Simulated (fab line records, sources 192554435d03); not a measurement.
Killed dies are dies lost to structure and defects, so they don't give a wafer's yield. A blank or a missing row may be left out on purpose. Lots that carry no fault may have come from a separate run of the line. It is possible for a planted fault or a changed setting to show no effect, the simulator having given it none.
What tool caused it?	flow n5_finfet	57 wafers from 19 lots sampled at 6 of the route's 1938 steps

WHAT EACH GAUGE READ, for each wafer
Not one reading of a measure or inspect step in the record can be checked against a usual standard deviation.

WHICH TOOL RAN EACH LOT (tool, then ch and the chambers of the sampled wafers, then the start)
lot	N5_MOL_CONTACT_COAG_ETCH_90	N5_MOL_CONTACT_COAG_ALD_131	N5_MOL_CONTACT_COAG_DESCUM_45	N5_MOL_CONTACT_COAG_ETCHBACK_134	N5_MOL_CONTACT_COAG_ETCH_124	N5_MOL_CONTACT_COAG_CMP_52
L074	rie_diel-03 ch 1,2, day 5 11:31	ald_sin-04 ch 0,3, day 5 11:44	rie_diel-04 ch 1,3, day 5 12:57	rie_diel-03 ch 0,1, day 5 13:23	rie_diel-03 ch 0,1, day 5 13:35	cmp-04 ch 0,2, day 5 14:22
L075	rie_diel-04 ch 0,1,3, day 5 12:05	ald_sin-04 ch 0,1,3, day 5 12:10	rie_diel-04 ch 0,2,3, day 5 13:46	rie_diel-05 ch 0,1,3, day 5 14:05	rie_diel-05 ch 0,1,3, day 5 14:16	cmp-04 ch 1,2,3, day 5 15:02
L076	rie_diel-03 ch 0,1,3, day 5 15:28	ald_sin-01 ch 0,3, day 5 15:33	rie_diel-05 ch 0,1, day 5 16:47	rie_diel-03 ch 0,1,3, day 5 17:24	rie_diel-03 ch 0,1,3, day 5 17:35	cmp-04 ch 1,2,3, day 5 18:39
L078	rie_diel-04 ch 0,1,2, day 6 02:34	ald_sin-01 ch 0,1,3, day 6 02:38	rie_diel-03 ch 0,1,3, day 6 03:52	rie_diel-03 ch 0,1,3, day 6 04:11	rie_diel-03 ch 0,1,3, day 6 04:22	cmp-02 ch 0,1,2, day 6 05:14
L077	rie_diel-03 ch 0,1,3, day 6 06:46	ald_sin-02 ch 0,1, day 6 06:50	rie_diel-04 ch 0,3, day 6 07:59	rie_diel-05 ch 0,3, day 6 08:21	rie_diel-05 ch 0,3, day 6 08:32	cmp-04 ch 0,3, day 6 09:28
L079	rie_diel-03 ch 1,3, day 6 13:22	ald_sin-04 ch 0,1, day 6 13:27	rie_diel-05 ch 0,1,3, day 6 14:46	rie_diel-03 ch 0,3, day 6 15:05	rie_diel-03 ch 0,3, day 6 15:16	cmp-01 ch 0,3, day 6 16:02
L080	rie_diel-03 ch 1,2,3, day 6 16:31	ald_sin-04 ch 0,1,2, day 6 16:36	rie_diel-04 ch 0,1,3, day 6 17:53	rie_diel-04 ch 1,2,3, day 6 18:19	rie_diel-04 ch 1,2,3, day 6 18:30	cmp-02 ch 0,2,3, day 6 19:16
L082	rie_diel-04 ch 0,1,2, day 7 03:26	ald_sin-04 ch 0,1,2, day 7 03:51	rie_diel-03 ch 1,2,3, day 7 05:05	rie_diel-05 ch 0,3, day 7 05:26	rie_diel-05 ch 0,3, day 7 05:37	cmp-01 ch 2,3, day 7 06:24
L083	rie_diel-05 ch 0,1,3, day 7 05:16	ald_sin-02 ch 0,1,2, day 7 05:20	rie_diel-04 ch 1,2, day 7 07:17	rie_diel-04 ch 0,2, day 7 07:40	rie_diel-04 ch 0,2, day 7 07:50	cmp-04 ch 0,1,3, day 7 08:37
L085	rie_diel-03 ch 0,1,2, day 7 22:11	ald_sin-02 ch 0,2,3, day 7 22:16	rie_diel-04 ch 0,1,2, day 7 23:33	rie_diel-03 ch 0,1,2, day 8 01:06	rie_diel-03 ch 0,1,2, day 8 01:17	cmp-04 ch 1,2,3, day 8 02:04
L088	rie_diel-04 ch 0,1,2, day 8 18:25	ald_sin-01 ch 0,2,3, day 8 19:34	rie_diel-05 ch 1,2,3, day 8 21:01	rie_diel-03 ch 0,2,3, day 8 21:20	rie_diel-03 ch 0,2,3, day 8 21:31	cmp-01 ch 0,1,2, day 8 22:17
L089	rie_diel-05 ch 0,2,3, day 8 20:46	ald_sin-01 ch 0,2,3, day 8 20:51	rie_diel-04 ch 2,3, day 8 21:59	rie_diel-05 ch 0,1,2, day 8 23:17	rie_diel-05 ch 0,1,2, day 8 23:29	cmp-01 ch 0,1,3, day 9 00:15
L090	rie_diel-05 ch 0,3, day 9 07:19	ald_sin-01 ch 0,1,2, day 9 07:28	rie_diel-05 ch 1,2,3, day 9 08:38	rie_diel-05 ch 1,3, day 9 08:58	rie_diel-05 ch 1,3, day 9 09:09	cmp-04 ch 1,2,3, day 9 09:59
L091	rie_diel-05 ch 1,2,3, day 9 09:43	ald_sin-01 ch 1,2,3, day 9 09:47	rie_diel-03 ch 0,1,2, day 9 11:15	rie_diel-05 ch 0,1,2, day 9 12:20	rie_diel-05 ch 0,1,2, day 9 12:31	cmp-02 ch 0,2, day 9 13:20
L092	rie_diel-05 ch 0,2,3, day 9 21:32	ald_sin-01 ch 1,2,3, day 9 21:37	rie_diel-03 ch 2,3, day 9 22:43	rie_diel-04 ch 0,1,3, day 9 23:38	rie_diel-04 ch 0,1,3, day 9 23:49	cmp-02 ch 1,2, day 10 00:36
L093	rie_diel-05 ch 1,3, day 10 04:20	ald_sin-04 ch 0,1,2, day 10 04:25	rie_diel-05 ch 0,3, day 10 05:39	rie_diel-04 ch 0,3, day 10 06:15	rie_diel-04 ch 0,3, day 10 06:26	cmp-02 ch 1,3, day 10 07:16
L094	rie_diel-04 ch 1,3, day 10 04:44	ald_sin-04 ch 1,2, day 10 04:49	rie_diel-05 ch 1,2,3, day 10 05:56	rie_diel-03 ch 0,2, day 10 06:26	rie_diel-03 ch 0,2, day 10 06:37	cmp-04 ch 0,2, day 10 07:25
L096	rie_diel-03 ch 0,3, day 10 18:25	ald_sin-02 ch 1,3, day 10 18:44	rie_diel-04 ch 1,3, day 10 19:51	rie_diel-05 ch 0,1,3, day 10 20:16	rie_diel-05 ch 0,1,3, day 10 20:27	cmp-02 ch 0,3, day 10 21:13
L097	rie_diel-05 ch 0,2,3, day 10 23:19	ald_sin-02 ch 1,2,3, day 10 23:39	rie_diel-05 ch 0,2,3, day 11 00:55	rie_diel-04 ch 1,2,3, day 11 01:14	rie_diel-04 ch 1,2,3, day 11 01:25	cmp-04 ch 0,1,2, day 11 02:12
- N5_MOL_CONTACT_COAG_ETCH_90: etches SiARC in CF4, target depth 13 nm, time 21.7 s.
- N5_MOL_CONTACT_COAG_ALD_131: deposits SiO2, target thk 5 nm, pulse time 1 s, co reactant pulse time 1 s.
- N5_MOL_CONTACT_COAG_DESCUM_45: chemistry O2, time 7 s.
- N5_MOL_CONTACT_COAG_ETCHBACK_134: etches SiO2 in CHF3, target depth 10 nm, time 6.7 s.
- N5_MOL_CONTACT_COAG_ETCH_124: etches SiNx in CH3F/O2, stops on SiOC, target depth 6.5 nm.
- N5_MOL_CONTACT_COAG_CMP_52: polishes, stops on SiO2, t overpolish 1.5 s, target thk 66.5 nm.

AS READ BY THE TOOLS THEMSELVES (means over the sampled wafers that have a number; for cases with no such wafer, the mark the record gives instead)
N5_MOL_CONTACT_COAG_ETCH_90.
lot	tool	drypump_motor_current_A (A)	etch_rf_on_time_s (s)	mfc_ar_sccm (sccm)	oes_product_au (a.u.)	rf_vpp_V (V)	showerhead_plenum_p_Torr (Torr)	throttle_valve_pct (%)
L074	rie_diel-03	5.8	21.6	99.8	0.59	184.8	2.17	15.92
L075	rie_diel-04	6.2	21.6	99.9	0.71	184.7	2.19	15.56
L076	rie_diel-03	5.7	21.9	99.9	0.66	183.8	2.10	15.75
L078	rie_diel-04	6.1	21.5	100.0	0.70	185.1	2.21	15.40
L077	rie_diel-03	5.7	21.7	100.1	0.65	183.9	2.10	15.76
L079	rie_diel-03	5.8	22.0	99.8	0.62	182.8	2.06	15.81
L080	rie_diel-03	5.5	21.9	99.9	0.69	183.2	2.10	15.65
L082	rie_diel-04	6.1	21.4	99.7	0.69	184.6	2.21	15.44
L083	rie_diel-05	5.2	21.5	100.2	0.70	183.2	2.08	15.60
L085	rie_diel-03	5.5	21.8	100.1	0.70	184.3	2.13	15.64
L088	rie_diel-04	6.1	21.5	99.6	0.67	184.5	2.21	15.45
L089	rie_diel-05	5.2	21.6	99.9	0.68	183.9	2.10	15.63
L090	rie_diel-05	5.0	21.8	99.7	0.66	183.5	2.07	15.52
L091	rie_diel-05	5.5	21.4	100.1	0.69	183.9	2.11	15.77
L092	rie_diel-05	5.3	21.6	99.9	0.67	183.5	2.10	15.65
L093	rie_diel-05	5.1	21.8	100.2	0.69	183.6	2.08	15.72
L094	rie_diel-04	6.0	20.9	99.9	0.78	185.3	2.26	15.47
L096	rie_diel-03	5.4	21.9	99.8	0.66	183.1	2.04	15.69
L097	rie_diel-05	5.3	21.3	100.2	0.66	183.9	2.09	15.66

N5_MOL_CONTACT_COAG_ALD_131.
lot	tool	chamber_pressure_Torr (Torr)	heater_power_w (W)	precursor_pulse_height_rel
L074	ald_sin-04	2.002	78	1.007
L075	ald_sin-04	2.003	79	0.996
L076	ald_sin-01	2.000	83	1.013
L078	ald_sin-01	1.997	83	1.022
L077	ald_sin-02	1.997	73	1.003
L079	ald_sin-04	2.002	81	1.003
L080	ald_sin-04	2.000	80	0.996
L082	ald_sin-04	2.001	80	1.003
L083	ald_sin-02	2.003	77	1.010
L085	ald_sin-02	2.000	78	0.999
L088	ald_sin-01	2.000	80	0.982
L089	ald_sin-01	2.003	79	1.006
L090	ald_sin-01	1.998	79	1.023
L091	ald_sin-01	1.996	78	1.001
L092	ald_sin-01	1.999	78	1.017
L093	ald_sin-04	2.002	80	0.986
L094	ald_sin-04	2.001	82	1.002
L096	ald_sin-02	1.997	78	0.993
L097	ald_sin-02	2.001	80	1.016

N5_MOL_CONTACT_COAG_DESCUM_45.
lot	tool	bias_power_w (W)	drypump_motor_current_A (A)	oes_product_au (a.u.)	rf_vpp_V (V)	showerhead_plenum_p_Torr (Torr)	throttle_valve_pct (%)
L074	rie_diel-04	19.93	6.0	0.78	242.9	2.06	20.64
L075	rie_diel-04	20.00	6.0	0.73	243.0	2.09	20.46
L076	rie_diel-05	19.98	5.4	0.81	242.3	2.02	20.28
L078	rie_diel-03	19.99	5.7	0.76	242.4	2.05	20.63
L077	rie_diel-04	20.07	6.2	0.74	242.8	2.05	20.65
L079	rie_diel-05	20.00	5.2	0.83	241.7	2.03	20.41
L080	rie_diel-04	20.01	6.1	0.80	243.9	2.13	20.42
L082	rie_diel-03	19.97	5.5	0.79	242.7	2.05	20.53
L083	rie_diel-04	20.05	6.0	0.81	244.0	2.18	20.24
L085	rie_diel-04	19.95	6.1	0.79	245.1	2.17	20.25
L088	rie_diel-05	19.99	5.5	0.81	242.8	2.06	20.59
L089	rie_diel-04	20.02	5.9	0.88	245.3	2.18	20.42
L090	rie_diel-05	20.06	5.5	0.81	242.6	2.05	20.60
L091	rie_diel-03	20.01	5.5	0.80	243.5	2.08	20.58
L092	rie_diel-03	19.94	5.3	0.77	241.3	1.97	20.48
L093	rie_diel-05	20.07	5.0	0.76	242.5	2.02	20.36
L094	rie_diel-05	20.02	5.5	0.80	243.1	2.05	20.60
L096	rie_diel-04	19.98	6.0	0.89	246.0	2.22	20.40
L097	rie_diel-05	19.99	5.3	0.77	242.9	2.05	20.53

N5_MOL_CONTACT_COAG_ETCHBACK_134.
lot	tool	drypump_motor_current_A (A)	mfc_ar_sccm (sccm)	oes_product_au (a.u.)	rf_vpp_V (V)	showerhead_plenum_p_Torr (Torr)	throttle_valve_pct (%)
L074	rie_diel-03	6.0	200.8	0.76	515	2.40	18.92
L075	rie_diel-05	5.3	199.9	0.83	512	2.31	18.66
L076	rie_diel-03	5.7	200.0	0.77	520	2.32	18.82
L078	rie_diel-03	5.7	199.8	0.76	520	2.32	18.83
L077	rie_diel-05	5.0	200.4	0.80	515	2.31	18.56
L079	rie_diel-03	5.4	200.1	0.81	524	2.27	18.71
L080	rie_diel-04	5.9	201.1	0.76	522	2.37	18.71
L082	rie_diel-05	4.9	199.8	0.81	513	2.31	18.65
L083	rie_diel-04	6.0	200.7	0.73	534	2.41	18.63
L085	rie_diel-03	5.5	199.6	0.81	522	2.36	18.75
L088	rie_diel-03	5.2	199.8	0.82	527	2.28	18.67
L089	rie_diel-05	5.7	199.9	0.79	522	2.33	18.79
L090	rie_diel-05	5.1	200.6	0.80	510	2.31	18.78
L091	rie_diel-05	5.7	199.5	0.79	522	2.33	18.79
L092	rie_diel-04	6.2	200.1	0.86	521	2.51	18.58
L093	rie_diel-04	6.3	200.1	0.84	520	2.51	18.67
L094	rie_diel-03	5.1	199.8	0.84	526	2.31	18.65
L096	rie_diel-05	5.2	200.3	0.78	513	2.30	18.74
L097	rie_diel-04	5.9	199.7	0.92	525	2.45	18.48

N5_MOL_CONTACT_COAG_ETCH_124.
lot	tool	drypump_motor_current_A (A)	mfc_ar_sccm (sccm)	oes_product_au (a.u.)	rf_vpp_V (V)	showerhead_plenum_p_Torr (Torr)	throttle_valve_pct (%)
L074	rie_diel-03	6.0	150.4	0.64	292	2.02	16.53
L075	rie_diel-05	5.3	149.6	0.72	291	1.94	16.25
L076	rie_diel-03	5.7	150.1	0.66	295	1.95	16.44
L078	rie_diel-03	5.7	149.7	0.65	295	1.95	16.45
L077	rie_diel-05	5.0	149.8	0.68	292	1.94	16.16
L079	rie_diel-03	5.4	150.3	0.69	298	1.91	16.31
L080	rie_diel-04	5.9	149.7	0.65	298	1.99	16.32
L082	rie_diel-05	4.9	150.2	0.69	292	1.94	16.25
L083	rie_diel-04	6.0	149.7	0.63	303	2.03	16.25
L085	rie_diel-03	5.5	150.3	0.70	297	1.99	16.34
L088	rie_diel-03	5.2	150.5	0.71	299	1.91	16.27
L089	rie_diel-05	5.7	150.3	0.67	296	1.96	16.37
L090	rie_diel-05	5.1	149.6	0.70	289	1.94	16.37
L091	rie_diel-05	5.7	150.3	0.67	296	1.96	16.37
L092	rie_diel-04	6.2	149.8	0.73	296	2.11	16.17
L093	rie_diel-04	6.3	149.7	0.71	295	2.11	16.25
L094	rie_diel-03	5.1	149.7	0.72	297	1.94	16.24
L096	rie_diel-05	5.3	149.8	0.66	291	1.93	16.34
L097	rie_diel-04	5.9	150.1	0.77	298	2.07	16.06

N5_MOL_CONTACT_COAG_CMP_52.
lot	tool	motor_current_A (A)	overpolish_run_s (s)	time_to_endpoint_s (s)
L074	cmp-04	10.8	1.500	11.8
L075	cmp-04	12.3	1.500	13.7
L076	cmp-04	12.2	1.507	13.4
L078	cmp-02	12.7	1.505	11.0
L077	cmp-04	12.9	1.499	15.4
L079	cmp-01	12.8	1.508	10.3
L080	cmp-02	12.0	1.491	13.2
L082	cmp-01	13.1	1.507	11.7
L083	cmp-04	12.7	1.503	15.7
L085	cmp-04	12.7	1.502	13.1
L088	cmp-01	12.0	1.496	12.3
L089	cmp-01	12.1	1.503	12.7
L090	cmp-04	12.3	1.504	11.7
L091	cmp-02	12.3	1.506	12.8
L092	cmp-02	12.8	1.505	10.9
L093	cmp-02	11.7	1.510	13.6
L094	cmp-04	11.7	1.511	12.4
L096	cmp-02	11.1	1.502	13.4
L097	cmp-04	11.4	1.502	13.4

THE ANSWER, worked out from the rows above alone
Rule: what is usual is taken from the lots themselves. The widest of any qualifying gaps counts: lots, ordered by their means at a reading, are off when they make up no more than a third of the lots, leave a main group of 4 or more, and stand apart from it by 3 or more times the standard deviation of that group's means. If all means in a main group match to the digits the tables above print for the reading, that group is not used. A lot without any number at a reading at which 4 lots or more have one is off too. All remaining lots with rows at the step are treated as sound. First the gauges in route order, then the tools' own readings, where a lot's mean is used as printed above. The first step at which some lot is off is used, and at that step the reading that is off furthest; a lot without a number counts as furthest.
No lot is off at any reading shown: from this, nothing can be told.

WHAT WAS PUT IN BY THE SIMULATOR
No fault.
